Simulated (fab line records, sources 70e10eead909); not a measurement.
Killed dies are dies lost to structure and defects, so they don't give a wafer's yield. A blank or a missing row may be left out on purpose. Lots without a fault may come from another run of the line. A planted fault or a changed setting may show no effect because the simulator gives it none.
A struck lot beside a sound one | flow nand_harc | 14 steps out of a route of 1159
Sound: wafers L677.4, L677.5, L677.6. Struck: wafer L687.3. (L687.1, L687.2 of the same lot were not struck and are left out.) The cause comes at the end.
At each step with rows: each side's tool, then ch and its chambers, then its first start. Under that, the readings that differ: sound wafers | struck wafers | difference of the means | sigmas: that difference in standard deviations of wafers without a fault.
alike: readings whose means differ by less than 2 such deviations, and words and numbers that are the same on both sides. not compared: withheld readings, readings that some wafer has no value for, bounds like >300 that may hide the same value, and numbers for which the record gives no deviation and whose values overlap.
The two part at a step that has a row with sigmas, a row that says differs or no value, or rows on one side only. Numbers that don't overlap but have no deviation are shown without sigmas and don't part them. A reading that every wafer of one side lacks parts them only if that side has two wafers or more.

first, 1 step without rows for these wafers: NHARC_A_STAIRCASE_DESCUM_291 (chemistry O2, time 3 s).
NHARC_A_STAIRCASE_ETCH_292: etches the open film in CF4/CHF3.
  sound on rie_diel-12 ch 2,3, day 12 16:24; struck on rie_diel-05 ch 0, day 14 19:19
  reading               | sound             | struck | difference | sigmas
  oes_product_au (a.u.) | 0.975 0.973 0.981 | 0.922  | -0.054     | -3
  alike: drypump_motor_current_A, rf_vpp_V, showerhead_plenum_p_Torr, throttle_valve_pct
  not compared: rf_hours_counter_h
NHARC_A_STAIRCASE_HM_OPEN_460: chemistry O2/COS.
  sound on rie_diel-12 ch 0,3; struck on rie_diel-05 ch 1
  alike: drypump_motor_current_A, oes_product_au, rf_vpp_V, showerhead_plenum_p_Torr, throttle_valve_pct
  not compared: rf_hours_counter_h
then, 1 step without rows for these wafers: NHARC_A_STAIRCASE_STRIP_461 (strips in O2/COS).
NHARC_A_STAIRCASE_ETCH_452: etches the open film in CF4/O2, target depth 30 nm, overetch 3 nm, time 16.5 s.
  sound on rie_diel-12 ch 0,2,3; struck on rie_diel-05 ch 0
  alike: drypump_motor_current_A, oes_product_au, rf_vpp_V, showerhead_plenum_p_Torr, throttle_valve_pct
  not compared: rf_hours_counter_h
NHARC_A_STAIRCASE_ETCH_294: etches the open film in C4F8/O2/Ar, target depth 4992 nm, time 1212.4 s.
  sound on rie_diel-12 ch 0,2,3; struck on rie_diel-05 ch 2
  alike: oes_product_au, rf_vpp_V
  not compared: rf_hours_counter_h
then, 4 steps without rows for these wafers: NHARC_A_STAIRCASE_STRIP_295 (strips in O2); NHARC_A_STAIRCASE_STRIP_296 (strips in SPM, time 900 s); NHARC_A_STAIRCASE_PRECLEAN_297 (cleans in SC1); NHARC_A_STAIRCASE_SRD_298.
NHARC_A_STAIRCASE_HM_DEP_462: deposits aC, target thk 800 nm.
  sound on acl_dep-01 ch 0, day 12 21:18; struck on acl_dep-03 ch 0, day 14 22:11
  alike: throttle_valve_pct
NHARC_A_STAIRCASE_DEP_301: deposits SiON, target thk 30 nm.
  sound on pecvd-01 ch 0,1,2, day 12 22:20; struck on pecvd-01 ch 0, day 15 00:04
  reading               | sound             | struck | difference                   | sigmas
  rf_fwd_power_W (W)    | 347.4 347.2 349.1 | 304.9  | -43.0                        | -39
  since_wet_clean_h (h) | - - -             | 86     | no value on the sound wafers |
  alike: heater_power_w
then, 1 step without rows for these wafers: NHARC_A_STAIRCASE_DEHYDRATE_302 (time 120 s).
-- the record jumps here: 7 days lie between the struck wafers' starts before and after (it left off in module A_STAIRCASE and takes up again in module END, whose first step shown is number 1159 of the route) --
NHARC_END_SORT_01:
  the record has rows for the struck wafers here (prober-01 ch 0, day 22 02:38) and none for the sound ones

WHERE THEY PART
First at NHARC_A_STAIRCASE_ETCH_292; last, within this record, at NHARC_END_SORT_01.

WHY: what the simulator had put in
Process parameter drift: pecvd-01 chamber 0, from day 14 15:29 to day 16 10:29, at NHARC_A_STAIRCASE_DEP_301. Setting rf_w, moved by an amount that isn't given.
